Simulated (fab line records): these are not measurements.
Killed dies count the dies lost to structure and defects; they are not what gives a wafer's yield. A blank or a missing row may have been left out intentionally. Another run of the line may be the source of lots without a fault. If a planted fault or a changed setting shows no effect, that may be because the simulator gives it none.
A lot that was struck, set against a sound lot ; flow n5_finfet ; 15 steps out of a route of 1938
Sound: these wafers, L905.1, L905.3, L905.6. Wafers L920.1, L920.2, L920.6 were the ones struck. The cause is named last.
Order at every step that has rows: each side's tool, ch and its chambers, its first start. Under that, the readings that differ: sound wafers ; struck wafers ; difference of the means ; sigmas: that difference in standard deviations of wafers without a fault.
alike: words and numbers the same on both sides, and readings whose means are apart by under 2 such deviations; not compared: readings that were withheld, readings missing a value for some wafer, numbers with overlapping values and no deviation given by the record, and bounds like >300 which may hide the same value.
A row with sigmas, a row that says differs or no value, or rows on one side alone: a step with any of these is where the two part. When numbers do not overlap yet have no deviation, they are printed without sigmas and do not part them. Lack of a reading on every wafer of one side parts them only where that side has two or more wafers.

first, 1 step without rows for these wafers: N5_MOL_CONTACT_COAG_ANNEAL_112 (time 1800 s).
N5_MOL_CONTACT_COAG_INSPECT_97: inspects for defects (darkfield).
  sound: defect_inspect-02 at day 6 16:47; struck: defect_inspect-01 at day 10 06:37
  alike: raw_defect_count
N5_BEOL_M0_SAQP_PECVD_00: deposits SiCN from 3MS/NH3, target thk 8 nm, time 14 s.
  sound on pecvd-04 ch 1, day 6 17:07; struck on pecvd-02 ch 0,1, day 10 06:58
  alike: showerhead_plenum_p_Torr, showerhead_vpp_V, throttle_valve_pct
N5_BEOL_M0_SAQP_ILD_DEP_01: deposits SiOC from DEMS/O2, target thk 45.419 nm, time 8.7 s.
  sound on pecvd-04 ch 1, day 6 17:09; struck on pecvd-02 ch 0,1, day 10 06:59
  alike: heater_power_w, showerhead_plenum_p_Torr, showerhead_vpp_V, throttle_valve_pct
N5_BEOL_M0_SAQP_HM_DEP_02: deposits TiN, target thk 12 nm.
  sound: pvd_sputter-02 at day 6 17:31; struck: pvd_sputter-02 at day 10 08:37
  alike: throttle_valve_pct
then, 1 step without rows for these wafers: N5_BEOL_M0_SAQP_PECVD_03 (deposits SiCN from 3MS/NH3, target thk 12 nm, time 21.1 s).
N5_BEOL_M0_SAQP_PECVD_96: deposits a-Si from SiH4/He, target thk 45 nm, time 45.2 s.
  sound on pecvd-02 ch 0,1, day 6 17:40; struck on pecvd-01 ch 0,1, day 10 08:47
  alike: heater_power_w, showerhead_plenum_p_Torr, showerhead_vpp_V, throttle_valve_pct
N5_BEOL_M0_SAQP_PECVD_97: deposits SiNx from SiH4/NH3/N2, target thk 23 nm, time 19.9 s.
  sound on pecvd-02 ch 0,1, day 6 17:43; struck on pecvd-01 ch 0,1, day 10 08:52
  alike: heater_power_w, showerhead_plenum_p_Torr, showerhead_vpp_V, throttle_valve_pct
then, 1 step without rows for these wafers: N5_BEOL_M0_SAQP_PECVD_04 (deposits a-Si from SiH4/He, target thk 60 nm, time 60.2 s).
N5_BEOL_M0_SAQP_THK_MEAS_05:
  sound: film_metro-02 at day 6 17:52; struck: film_metro-02 at day 10 09:03
  alike: thk_nm
then, 1 step without rows for these wafers: N5_BEOL_M0_SAQP_HM_DEP_111 (deposits SiO2 from SiH4/N2O, target thk 12 nm, time 7.2 s).
N5_BEOL_M0_SAQP_COAT_81: time 60 s, resist thk 100 nm.
  sound on litho_track-04 ch 0, day 6 17:58; struck on litho_track-04 ch 0, day 10 09:10
reading;sound;struck;difference;sigmas
heater_power_total_W (W);501.5 502.4 497.6;489.5 487.9 491.6;-10.8;-6
plate_temp_C (C);249.86 250.05 249.89;245.66 245.61 245.53;-4.33;-24
then, 1 step without rows for these wafers: N5_BEOL_M0_SAQP_COAT_82 (time 60 s, resist thk 30 nm).
-- the record jumps here: 3 days lie between the struck wafers' starts before and after (it left off in module BEOL_M0_SAQP and takes up again in module BEOL_M4, whose first step shown is number 1111 of the route) --
N5_BEOL_M4_RC_MEAS_101:
  sound on prober-02 ch 0, day 9 08:47; struck on prober-01 ch 0, day 12 22:20
  alike: DIBL_N, DIBL_P, IOFF_N, IOFF_P, ION_N, ION_P, SS_N, SS_P, VT_N, VT_P
after that, 1 step had no rows for these wafers: N5_PASSIVATION_PROBE_49.

## WHERE THEY PART
Only at N5_BEOL_M0_SAQP_COAT_81, as far as this record shows. Later steps at which nothing parts them and some readings are alike: N5_BEOL_M4_RC_MEAS_101.

WHY: whatever the simulator had introduced
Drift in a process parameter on litho_track-04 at N5_BEOL_M0_SAQP_COAT_81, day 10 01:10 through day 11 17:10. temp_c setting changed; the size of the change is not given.
